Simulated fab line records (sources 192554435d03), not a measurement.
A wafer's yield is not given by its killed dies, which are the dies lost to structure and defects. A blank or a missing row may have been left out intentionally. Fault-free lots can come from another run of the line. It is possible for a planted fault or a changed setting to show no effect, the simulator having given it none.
The tool behind it: which one? + flow n5Finfet + 11 lots, 33 wafers sampled, at 3 steps of a route of 1938

WHAT THE GAUGES READ, wafer by wafer
N5_MIM_TOP_LITHO_CD_MEAS_08: the cd target is 2000 nm. Usual: cdNm 1999.7 nm, standard deviation 1.6.
| lot  | measured     | on       | cdNm (nm)            | flag |
|------|--------------|----------|----------------------|------|
| L803 | day 11 22:07 | cdSem-03 | 1998.0 1998.8 2001.1 |      |
| L806 | day 12 10:52 | cdSem-01 | 1998.6 1999.5 1999.1 |      |
| L808 | day 12 12:53 | cdSem-01 | 1998.4 1997.5 1996.8 |      |
| L807 | day 12 16:13 | cdSem-03 | 2000.8 1999.6 2001.3 |      |
| L810 | day 13 17:04 | cdSem-01 | 1998.9 1997.5 1999.8 |      |
| L812 | day 14 01:46 | cdSem-03 | 2003.1 2002.5 2002.2 |      |
| L814 | day 14 12:48 | cdSem-03 | 1997.5 1997.6 2000.0 |      |
| L813 | day 15 08:53 | cdSem-03 | 1998.2 1998.2 1998.4 |      |
| L819 | day 16 01:23 | cdSem-02 | 2000.9 2000.8 2000.9 |      |
| L824 | day 17 03:21 | cdSem-02 | 1998.2 1998.7 1997.0 |      |
| L826 | day 17 21:56 | cdSem-03 | 2001.5 1999.7 2000.7 |      |

WHAT TOOL EACH LOT RAN ON (gives the tool, then ch and the chambers of the sampled wafers, and finally the start)
| lot  | N5_MIM_TOP_ALD_02                          | N5_MIM_TOP_DEGAS_04         |
|------|--------------------------------------------|-----------------------------|
| L803 | aldHk-01 ch 1,2,3, day 11 21:41 or earlier | pvdSputter-03, day 11 21:41 |
| L806 | aldHk-03 ch 0,1,3, day 12 10:19 or earlier | pvdSputter-03, day 12 10:19 |
| L808 | aldHk-03 ch 0,2,3, day 12 12:28 or earlier | pvdSputter-02, day 12 12:28 |
| L807 | aldHk-03 ch 0,1, day 12 15:47 or earlier   | pvdSputter-01, day 12 15:47 |
| L810 | aldHk-02 ch 0,3, day 13 16:30 or earlier   | pvdSputter-01, day 13 16:30 |
| L812 | aldHk-01 ch 0,1,3, day 14 01:20 or earlier | pvdSputter-03, day 14 01:20 |
| L814 | aldHk-01 ch 2,3, day 14 12:05 or earlier   | pvdSputter-02, day 14 12:05 |
| L813 | aldHk-03 ch 1,2, day 15 08:28 or earlier   | pvdSputter-02, day 15 08:28 |
| L819 | aldHk-01 ch 0,1,2, day 16 00:50 or earlier | pvdSputter-02, day 16 00:50 |
| L824 | aldHk-01 ch 0,1,3, day 17 02:55 or earlier | pvdSputter-03, day 17 02:55 |
| L826 | aldHk-02 ch 0,2, day 17 21:22 or earlier   | pvdSputter-03, day 17 21:22 |
- N5_MIM_TOP_ALD_02: deposits Al2O3, purge time 3 s, co reactant pulse time 3 s.
- N5_MIM_TOP_DEGAS_04: time 60 s.

WHAT THE TOOLS THEMSELVES READ (means of the sampled wafers that have a number; where no wafer has one, the mark that the record gives instead)
N5_MIM_TOP_ALD_02. Usual: precursorPulseHeightRel 1.001, standard deviation 0.021.
| lot  | tool     | precursorPulseHeightRel | flag |
|------|----------|-------------------------|------|
| L803 | aldHk-01 | 1.020                   |      |
| L806 | aldHk-03 | 1.013                   |      |
| L808 | aldHk-03 | 0.982                   |      |
| L807 | aldHk-03 | 1.009                   |      |
| L810 | aldHk-02 | 1.021                   |      |
| L812 | aldHk-01 | 1.024                   |      |
| L814 | aldHk-01 | 1.001                   |      |
| L813 | aldHk-03 | 1.000                   |      |
| L819 | aldHk-01 | 0.991                   |      |
| L824 | aldHk-01 | 1.011                   |      |
| L826 | aldHk-02 | 1.007                   |      |

N5_MIM_TOP_DEGAS_04. Usual: heaterPowerW 464 W, standard deviation 48.
| lot  | tool          | heaterPowerW (W) | flag |
|------|---------------|------------------|------|
| L803 | pvdSputter-03 | 493              |      |
| L806 | pvdSputter-03 | 499              |      |
| L808 | pvdSputter-02 | 456              |      |
| L807 | pvdSputter-01 | 538              |      |
| L810 | pvdSputter-01 | 492              |      |
| L812 | pvdSputter-03 | 435              |      |
| L814 | pvdSputter-02 | 459              |      |
| L813 | pvdSputter-02 | 441              |      |
| L819 | pvdSputter-02 | 418              |      |
| L824 | pvdSputter-03 | 513              |      |
| L826 | pvdSputter-03 | 478              |      |

THE ANSWER, worked out from the rows above alone
Rule: lot off if the mean of its wafers having a number is beyond 3 standard deviations from the usual mean. Also off: a lot with no number at a reading for which 4 or more lots have one. All remaining lots with rows at the step are treated as sound. First the gauges in route order, then the tools' own readings, where a lot's mean is used as printed above. At the first step where some lot is off, the reading lying furthest off is the one used; lots without a number count as furthest.
Nothing can be told from this: no lot is off at any reading shown.

WHAT HAD BEEN PUT IN BY THE SIMULATOR
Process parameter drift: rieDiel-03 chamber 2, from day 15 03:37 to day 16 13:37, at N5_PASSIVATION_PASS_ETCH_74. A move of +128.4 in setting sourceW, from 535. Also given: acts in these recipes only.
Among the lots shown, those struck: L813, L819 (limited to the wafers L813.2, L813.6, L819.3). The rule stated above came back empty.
